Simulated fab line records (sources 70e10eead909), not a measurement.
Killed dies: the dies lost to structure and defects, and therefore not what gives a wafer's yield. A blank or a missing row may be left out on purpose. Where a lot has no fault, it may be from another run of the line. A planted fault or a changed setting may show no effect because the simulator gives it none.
What tool caused it? + flow nand-harc + 11 lots, 33 wafers sampled, at 5 steps of a route of 1159

== WHAT THE GAUGES SHOWED, per wafer ==
NHARC_END_SORT_01.
| lot  | measured     | on        | killed-at-array |
|------|--------------|-----------|-----------------|
| L772 | day 21 03:53 | prober-02 | 665 7 670       |
| L770 | day 21 04:41 | prober-01 | 21 670 17       |

== WHICH TOOL RAN EACH LOT (tool, then ch and the chambers of the sampled wafers, then the start) ==
| lot  | NHARC_A_SLIT_ETCH_24               | NHARC_A_SLIT_ETCH_17             | NHARC_A_SLIT_ETCH_29               | NHARC_A_WL_FILL_ETCHBACK_04       |
|------|------------------------------------|----------------------------------|------------------------------------|-----------------------------------|
| L765 | rie-diel-13 ch 1,2,3, day 14 00:20 | har-etch-02 ch 0,1, day 14 09:03 | rie-diel-13 ch 0,1, day 14 11:10   | rie-metal-03 ch 0,1, day 15 00:23 |
| L766 | rie-diel-13 ch 0,2,3, day 14 13:46 | har-etch-02 ch 0,1, day 14 16:49 | rie-diel-10 ch 0,1,3, day 14 18:41 | rie-metal-02 ch 0,1, day 15 07:17 |
| L772 | rie-diel-13 ch 1,2,3, day 15 13:34 | har-etch-01 ch 0,1, day 15 14:17 | rie-diel-07 ch 0,2,3, day 15 16:23 | rie-metal-03 ch 0,1, day 16 13:38 |
| L770 | rie-diel-13 ch 0,1, day 15 14:03   | har-etch-02 ch 0,1, day 15 15:59 | rie-diel-13 ch 1,2, day 15 17:52   | rie-metal-03 ch 0,1, day 16 11:45 |
| L778 | rie-diel-10 ch 1,2,3, day 17 04:52 | har-etch-01 ch 0,1, day 17 05:47 | rie-diel-13 ch 1,2,3, day 17 07:39 | rie-metal-01 ch 1, day 18 01:08   |
| L782 | rie-diel-13 ch 0,1,3, day 18 08:17 | har-etch-02 ch 0,1, day 18 08:58 | rie-diel-07 ch 0,3, day 18 11:02   | rie-metal-01 ch 0,1, day 19 09:26 |
| L780 | rie-diel-07 ch 0,1, day 18 09:27   | har-etch-01 ch 0,1, day 18 10:36 | rie-diel-07 ch 0,1,3, day 18 12:43 | rie-metal-02 ch 0,1, day 19 06:39 |
| L783 | rie-diel-13 ch 0,1,3, day 18 22:53 | har-etch-02 ch 0,1, day 18 23:34 | rie-diel-13 ch 0,1,2, day 19 01:40 | rie-metal-01 ch 0,1, day 19 16:52 |
| L787 | rie-diel-13 ch 1,2,3, day 19 14:04 | har-etch-01 ch 0,1, day 19 15:01 | rie-diel-10 ch 1,3, day 19 16:53   | rie-metal-01 ch 0, day 20 08:22   |
| L785 | rie-diel-10 ch 0,2,3, day 19 14:59 | har-etch-01 ch 0,1, day 19 16:27 | rie-diel-07 ch 0,1,3, day 19 18:33 | rie-metal-03 ch 0,1, day 20 07:48 |
| L786 | rie-diel-07 ch 1,2, day 20 04:44   | har-etch-01 ch 1, day 20 05:39   | rie-diel-10 ch 1,3, day 20 07:29   | rie-metal-02 ch 0,1, day 20 23:34 |
- NHARC_A_SLIT_ETCH_24: etches the open film in CF4/CHF3, target depth 121 nm, time 60.5 s.
- NHARC_A_SLIT_ETCH_17: etches the open film in C4F8/O2/Ar, time 1687.5 s, target depth 10100 nm.
- NHARC_A_SLIT_ETCH_29: etches the open film in CF4/O2, target depth 100 nm, overetch 10 nm, time 55 s.
- NHARC_A_WL_FILL_ETCHBACK_04: etches the open film in NF3, target depth 60 nm, time 120 s.

== THE ANSWER, worked out from the rows above alone ==
Rule: the usual values come from the lots themselves. The widest of any qualifying gaps counts: lots, ordered by their means at a reading, are off when they make up no more than a third of the lots, leave a main group of 4 or more, and stand apart from it by 3 or more times the standard deviation of that group's means. Not used: any main group whose means are identical at the precision the tables above print for the reading. Also off: a lot with no number at a reading for which 4 or more lots have one. All remaining lots with rows at the step are treated as sound.
None of the lots is off at any reading shown; this tells nothing.

== WHAT THE SIMULATOR HAD PUT IN ==
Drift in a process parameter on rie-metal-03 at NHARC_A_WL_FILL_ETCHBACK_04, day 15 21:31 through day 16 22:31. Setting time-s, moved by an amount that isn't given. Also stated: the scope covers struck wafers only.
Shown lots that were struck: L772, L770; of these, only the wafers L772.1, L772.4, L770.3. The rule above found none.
